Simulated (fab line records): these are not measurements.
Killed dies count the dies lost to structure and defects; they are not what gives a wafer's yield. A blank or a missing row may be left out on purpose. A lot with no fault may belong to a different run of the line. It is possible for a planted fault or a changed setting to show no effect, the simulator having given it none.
The tool behind it: which one? || flow nand_harc || 12 lots with 36 wafers sampled at 6 steps, on a route of 1159 steps

## WHAT EACH GAUGE READ, for each wafer
NHARC_P_M1_CD_MEAS_09: the cd target is 130 nm. Usual: cd_nm 130.2 nm, standard deviation 0.58.
{"lot": "L754", "measured": "day 5 23:18", "on": "cd_sem-02", "cd_nm (nm)": "130.0 129.7 130.3", "flag": ""}
{"lot": "L757", "measured": "day 6 17:24", "on": "cd_sem-02", "cd_nm (nm)": "130.1 129.9 129.7", "flag": ""}
{"lot": "L758", "measured": "day 6 17:50", "on": "cd_sem-02", "cd_nm (nm)": "129.9 131.0 130.0", "flag": ""}
{"lot": "L756", "measured": "day 6 18:27", "on": "cd_sem-02", "cd_nm (nm)": "130.4 130.8 131.1", "flag": ""}
{"lot": "L759", "measured": "day 7 12:59", "on": "cd_sem-01", "cd_nm (nm)": "137.8 137.6 138.4", "flag": "OFF"}
{"lot": "L760", "measured": "day 7 13:32", "on": "cd_sem-02", "cd_nm (nm)": "130.8 130.7 131.5", "flag": ""}
{"lot": "L765", "measured": "day 9 04:31", "on": "cd_sem-02", "cd_nm (nm)": "137.0 137.3 136.9", "flag": "OFF"}
{"lot": "L769", "measured": "day 9 21:53", "on": "cd_sem-02", "cd_nm (nm)": "130.6 130.4 130.8", "flag": ""}
{"lot": "L774", "measured": "day 10 16:29", "on": "cd_sem-03", "cd_nm (nm)": "130.2 129.6 130.0", "flag": ""}
{"lot": "L775", "measured": "day 11 02:56", "on": "cd_sem-01", "cd_nm (nm)": "131.3 130.0 130.5", "flag": ""}
{"lot": "L776", "measured": "day 11 03:55", "on": "cd_sem-01", "cd_nm (nm)": "129.3 129.7 129.7", "flag": ""}
{"lot": "L777", "measured": "day 11 20:39", "on": "cd_sem-01", "cd_nm (nm)": "129.7 130.9 129.5", "flag": ""}

NHARC_END_SORT_01. Usual: defect_limited_yield 95.4 %, standard deviation 1.3; killed_at_array 27, standard deviation 8; killed_at_other 0.8, standard deviation 1.2; killed_at_periphery 3.3, standard deviation 2.3; killed_dies 31, standard deviation 8.8; killed_open 3.2, standard deviation 2.1; killed_short 2.1, standard deviation 1.4; sort_bin_2_pct 1.4 %, standard deviation 0.55; sort_bin_3_pct 0.25 %, standard deviation 0.2; sort_bin_4_pct 2.9 %, standard deviation 0.92; sort_n_pass 646, standard deviation 8.8; sort_rim_yield_pct 95.5 %, standard deviation 2.7; sort_yield_pct 95.4 %, standard deviation 1.3.
{"lot": "L765", "measured": "day 23 05:47", "on": "prober-01", "defect_limited_yield (%)": 94.8, "killed_at_array": 29, "killed_at_other": 2, "killed_at_periphery": 4, "killed_dies": 35, "killed_open": 2, "killed_short": 0, "sort_bin_2_pct (%)": 1.2, "sort_bin_3_pct (%)": 0.15, "sort_bin_4_pct (%)": 3.8, "sort_n_pass": 642, "sort_rim_yield_pct (%)": 94.3, "sort_yield_pct (%)": 94.8, "flag": ""}

## WHAT TOOL EACH LOT RAN ON (gives the tool, then ch and the chambers of the sampled wafers, and finally the start)
{"lot": "L754", "NHARC_P_M0_DEGAS_28": "pvd_sputter-01, day 5 20:31", "NHARC_P_M0_PRE_CLEAN_31": "pecvd-02 ch 0,2, day 5 22:07", "NHARC_P_M0_DEP_32": "pecvd-02 ch 0,2, day 5 22:12", "NHARC_P_M1_EXPOSE_06": "arfi_scanner-01 ch 0, day 5 23:10"}
{"lot": "L757", "NHARC_P_M0_DEGAS_28": "pvd_sputter-02, day 6 14:28", "NHARC_P_M0_PRE_CLEAN_31": "pecvd-04 ch 0,1,2, day 6 16:05", "NHARC_P_M0_DEP_32": "pecvd-04 ch 0,1,2, day 6 16:12", "NHARC_P_M1_EXPOSE_06": "arfi_scanner-02 ch 0, day 6 17:16"}
{"lot": "L758", "NHARC_P_M0_DEGAS_28": "pvd_sputter-03, day 6 14:53", "NHARC_P_M0_PRE_CLEAN_31": "pecvd-03 ch 0,1,2, day 6 16:31", "NHARC_P_M0_DEP_32": "pecvd-03 ch 0,1,2, day 6 16:35", "NHARC_P_M1_EXPOSE_06": "arfi_scanner-03 ch 0, day 6 17:42"}
{"lot": "L756", "NHARC_P_M0_DEGAS_28": "pvd_sputter-02, day 6 15:09", "NHARC_P_M0_PRE_CLEAN_31": "pecvd-04 ch 1,2, day 6 16:58", "NHARC_P_M0_DEP_32": "pecvd-04 ch 1,2, day 6 17:07", "NHARC_P_M1_EXPOSE_06": "arfi_scanner-02 ch 0, day 6 18:19"}
{"lot": "L759", "NHARC_P_M0_DEGAS_28": "pvd_sputter-02, day 7 10:07", "NHARC_P_M0_PRE_CLEAN_31": "pecvd-04 ch 0,1,2, day 7 11:46", "NHARC_P_M0_DEP_32": "pecvd-04 ch 0,1,2, day 7 11:51", "NHARC_P_M1_EXPOSE_06": "arfi_scanner-02 ch 0, day 7 12:50"}
{"lot": "L760", "NHARC_P_M0_DEGAS_28": "pvd_sputter-03, day 7 10:37", "NHARC_P_M0_PRE_CLEAN_31": "pecvd-04 ch 0,1,2, day 7 12:14", "NHARC_P_M0_DEP_32": "pecvd-04 ch 0,1,2, day 7 12:18", "NHARC_P_M1_EXPOSE_06": "arfi_scanner-03 ch 0, day 7 13:24"}
{"lot": "L765", "NHARC_P_M0_DEGAS_28": "pvd_sputter-03, day 9 01:35", "NHARC_P_M0_PRE_CLEAN_31": "pecvd-02 ch 0,1,2, day 9 03:14", "NHARC_P_M0_DEP_32": "pecvd-02 ch 0,1,2, day 9 03:20", "NHARC_P_M1_EXPOSE_06": "arfi_scanner-02 ch 0, day 9 04:23"}
{"lot": "L769", "NHARC_P_M0_DEGAS_28": "pvd_sputter-02, day 9 18:49", "NHARC_P_M0_PRE_CLEAN_31": "pecvd-03 ch 0,1,2, day 9 20:34", "NHARC_P_M0_DEP_32": "pecvd-03 ch 0,1,2, day 9 20:38", "NHARC_P_M1_EXPOSE_06": "arfi_scanner-01 ch 0, day 9 21:45"}
{"lot": "L774", "NHARC_P_M0_DEGAS_28": "pvd_sputter-03, day 10 13:29", "NHARC_P_M0_PRE_CLEAN_31": "pecvd-02 ch 0,1,2, day 10 15:11", "NHARC_P_M0_DEP_32": "pecvd-02 ch 0,1,2, day 10 15:18", "NHARC_P_M1_EXPOSE_06": "arfi_scanner-01 ch 0, day 10 16:20"}
{"lot": "L775", "NHARC_P_M0_DEGAS_28": "pvd_sputter-02, day 10 23:51", "NHARC_P_M0_PRE_CLEAN_31": "pecvd-04 ch 0,1, day 11 01:33", "NHARC_P_M0_DEP_32": "pecvd-04 ch 0,1, day 11 01:40", "NHARC_P_M1_EXPOSE_06": "arfi_scanner-01 ch 0, day 11 02:47"}
{"lot": "L776", "NHARC_P_M0_DEGAS_28": "pvd_sputter-03, day 11 00:56", "NHARC_P_M0_PRE_CLEAN_31": "pecvd-04 ch 0,1, day 11 02:34", "NHARC_P_M0_DEP_32": "pecvd-04 ch 0,1, day 11 02:41", "NHARC_P_M1_EXPOSE_06": "arfi_scanner-01 ch 0, day 11 03:47"}
{"lot": "L777", "NHARC_P_M0_DEGAS_28": "pvd_sputter-03, day 11 17:50", "NHARC_P_M0_PRE_CLEAN_31": "pecvd-03 ch 0,1,2, day 11 19:27", "NHARC_P_M0_DEP_32": "pecvd-03 ch 0,1,2, day 11 19:32", "NHARC_P_M1_EXPOSE_06": "arfi_scanner-01 ch 0, day 11 20:31"}
- NHARC_P_M0_DEGAS_28: time 60 s.
- NHARC_P_M0_PRE_CLEAN_31: time 12 s.
- NHARC_P_M0_DEP_32: deposits SiCN, target thk 30 nm.
- NHARC_P_M1_EXPOSE_06: exposes mask P M1, target cd 130 nm.

## AS READ BY THE TOOLS THEMSELVES (means over the sampled wafers that have a number; for cases with no such wafer, the mark the record gives instead)
NHARC_P_M0_DEGAS_28. Usual: heater_power_w 355 W, standard deviation 45.
{"lot": "L754", "tool": "pvd_sputter-01", "heater_power_w (W)": 307, "flag": ""}
{"lot": "L757", "tool": "pvd_sputter-02", "heater_power_w (W)": 371, "flag": ""}
{"lot": "L758", "tool": "pvd_sputter-03", "heater_power_w (W)": 356, "flag": ""}
{"lot": "L756", "tool": "pvd_sputter-02", "heater_power_w (W)": 377, "flag": ""}
{"lot": "L759", "tool": "pvd_sputter-02", "heater_power_w (W)": 376, "flag": ""}
{"lot": "L760", "tool": "pvd_sputter-03", "heater_power_w (W)": 413, "flag": ""}
{"lot": "L765", "tool": "pvd_sputter-03", "heater_power_w (W)": 342, "flag": ""}
{"lot": "L769", "tool": "pvd_sputter-02", "heater_power_w (W)": 365, "flag": ""}
{"lot": "L774", "tool": "pvd_sputter-03", "heater_power_w (W)": 387, "flag": ""}
{"lot": "L775", "tool": "pvd_sputter-02", "heater_power_w (W)": 382, "flag": ""}
{"lot": "L776", "tool": "pvd_sputter-03", "heater_power_w (W)": 310, "flag": ""}
{"lot": "L777", "tool": "pvd_sputter-03", "heater_power_w (W)": 366, "flag": ""}

NHARC_P_M0_PRE_CLEAN_31. Usual: heater_power_outer_w 384 W, standard deviation 44; heater_power_w 666 W, standard deviation 82.
{"lot": "L754", "tool": "pecvd-02", "heater_power_outer_w (W)": 398, "heater_power_w (W)": 698, "flag": ""}
{"lot": "L757", "tool": "pecvd-04", "heater_power_outer_w (W)": 319, "heater_power_w (W)": 553, "flag": ""}
{"lot": "L758", "tool": "pecvd-03", "heater_power_outer_w (W)": 381, "heater_power_w (W)": 673, "flag": ""}
{"lot": "L756", "tool": "pecvd-04", "heater_power_outer_w (W)": 361, "heater_power_w (W)": 590, "flag": ""}
{"lot": "L759", "tool": "pecvd-04", "heater_power_outer_w (W)": 346, "heater_power_w (W)": 605, "flag": ""}
{"lot": "L760", "tool": "pecvd-04", "heater_power_outer_w (W)": 359, "heater_power_w (W)": 606, "flag": ""}
{"lot": "L765", "tool": "pecvd-02", "heater_power_outer_w (W)": 425, "heater_power_w (W)": 740, "flag": ""}
{"lot": "L769", "tool": "pecvd-03", "heater_power_outer_w (W)": 414, "heater_power_w (W)": 705, "flag": ""}
{"lot": "L774", "tool": "pecvd-02", "heater_power_outer_w (W)": 400, "heater_power_w (W)": 697, "flag": ""}
{"lot": "L775", "tool": "pecvd-04", "heater_power_outer_w (W)": 353, "heater_power_w (W)": 602, "flag": ""}
{"lot": "L776", "tool": "pecvd-04", "heater_power_outer_w (W)": 362, "heater_power_w (W)": 621, "flag": ""}
{"lot": "L777", "tool": "pecvd-03", "heater_power_outer_w (W)": 349, "heater_power_w (W)": 626, "flag": ""}

NHARC_P_M0_DEP_32. Usual: heater_power_outer_w 348 W, standard deviation 46; heater_power_w 618 W, standard deviation 85.
{"lot": "L754", "tool": "pecvd-02", "heater_power_outer_w (W)": 360, "heater_power_w (W)": 638, "flag": ""}
{"lot": "L757", "tool": "pecvd-04", "heater_power_outer_w (W)": 315, "heater_power_w (W)": 561, "flag": ""}
{"lot": "L758", "tool": "pecvd-03", "heater_power_outer_w (W)": 362, "heater_power_w (W)": 638, "flag": ""}
{"lot": "L756", "tool": "pecvd-04", "heater_power_outer_w (W)": 289, "heater_power_w (W)": 490, "flag": ""}
{"lot": "L759", "tool": "pecvd-04", "heater_power_outer_w (W)": 326, "heater_power_w (W)": 560, "flag": ""}
{"lot": "L760", "tool": "pecvd-04", "heater_power_outer_w (W)": 326, "heater_power_w (W)": 563, "flag": ""}
{"lot": "L765", "tool": "pecvd-02", "heater_power_outer_w (W)": 384, "heater_power_w (W)": 687, "flag": ""}
{"lot": "L769", "tool": "pecvd-03", "heater_power_outer_w (W)": 362, "heater_power_w (W)": 654, "flag": ""}
{"lot": "L774", "tool": "pecvd-02", "heater_power_outer_w (W)": 379, "heater_power_w (W)": 675, "flag": ""}
{"lot": "L775", "tool": "pecvd-04", "heater_power_outer_w (W)": 288, "heater_power_w (W)": 520, "flag": ""}
{"lot": "L776", "tool": "pecvd-04", "heater_power_outer_w (W)": 336, "heater_power_w (W)": 591, "flag": ""}
{"lot": "L777", "tool": "pecvd-03", "heater_power_outer_w (W)": 334, "heater_power_w (W)": 609, "flag": ""}

NHARC_P_M1_EXPOSE_06. Usual: exposure_dose_mJ_cm2 81.90, standard deviation 0.078; reticle_temp_C 23.00 C, standard deviation 0.1.
{"lot": "L754", "tool": "arfi_scanner-01", "exposure_dose_mJ_cm2": 81.98, "reticle_temp_C (C)": 22.94, "flag": ""}
{"lot": "L757", "tool": "arfi_scanner-02", "exposure_dose_mJ_cm2": 81.87, "reticle_temp_C (C)": 23.08, "flag": ""}
{"lot": "L758", "tool": "arfi_scanner-03", "exposure_dose_mJ_cm2": 81.84, "reticle_temp_C (C)": 23.01, "flag": ""}
{"lot": "L756", "tool": "arfi_scanner-02", "exposure_dose_mJ_cm2": 81.87, "reticle_temp_C (C)": 23.08, "flag": ""}
{"lot": "L759", "tool": "arfi_scanner-02", "exposure_dose_mJ_cm2": 93.85, "reticle_temp_C (C)": 23.00, "flag": "OFF"}
{"lot": "L760", "tool": "arfi_scanner-03", "exposure_dose_mJ_cm2": 81.87, "reticle_temp_C (C)": 22.85, "flag": ""}
{"lot": "L765", "tool": "arfi_scanner-02", "exposure_dose_mJ_cm2": 91.26, "reticle_temp_C (C)": 22.89, "flag": "OFF"}
{"lot": "L769", "tool": "arfi_scanner-01", "exposure_dose_mJ_cm2": 81.80, "reticle_temp_C (C)": 23.16, "flag": ""}
{"lot": "L774", "tool": "arfi_scanner-01", "exposure_dose_mJ_cm2": 81.90, "reticle_temp_C (C)": 23.04, "flag": ""}
{"lot": "L775", "tool": "arfi_scanner-01", "exposure_dose_mJ_cm2": 81.83, "reticle_temp_C (C)": 23.06, "flag": ""}
{"lot": "L776", "tool": "arfi_scanner-01", "exposure_dose_mJ_cm2": 81.97, "reticle_temp_C (C)": 22.97, "flag": ""}
{"lot": "L777", "tool": "arfi_scanner-01", "exposure_dose_mJ_cm2": 81.83, "reticle_temp_C (C)": 23.12, "flag": ""}

## THE ANSWER, worked out from the rows above alone
Rule: a lot counts as off when the mean over its wafers that have a number is more than 3 standard deviations away from the usual mean. Also off: a lot with no number at a reading for which 4 or more lots have one. Any other lot the step has rows for is counted as sound. Order of review: gauges by route order, followed by the tools' own readings, for which a lot's mean as printed above is used. The first step at which some lot is off is used, and at that step the reading that is off furthest; a lot without a number counts as furthest.
Off at NHARC_P_M1_CD_MEAS_09 (cd_nm): L759, L765.
A tool fits if, at a process step before that reading, it ran every lot that is off, and no sound lot after the first of them. The gauges at NHARC_P_M1_CD_MEAS_09 aren't tried: what is off there is off at NHARC_P_M1_EXPOSE_06 too, on other tools, and a gauge's error can't cause that. One candidate fits, namely arfi_scanner-02 at NHARC_P_M1_EXPOSE_06. A fault onset in the window from L756 (day 6 18:19, its last sound lot) to L759 (day 7 12:50, its first lot off) fits.
The tool's own readings at NHARC_P_M1_EXPOSE_06 bear it out: on the lots that are off they differ by more than 5 times the standard deviation of the sound lots' means. exposure_dose_mJ_cm2 reads 92.56 there against 81.88 on the sound lots.

## WHAT HAD BEEN PUT IN BY THE SIMULATOR
Process parameter drift: arfi_scanner-02, from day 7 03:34 on, at NHARC_P_M1_EXPOSE_06. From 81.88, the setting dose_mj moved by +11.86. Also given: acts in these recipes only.
Struck lots among those shown: L759, L765. The rule above reached the same finding.
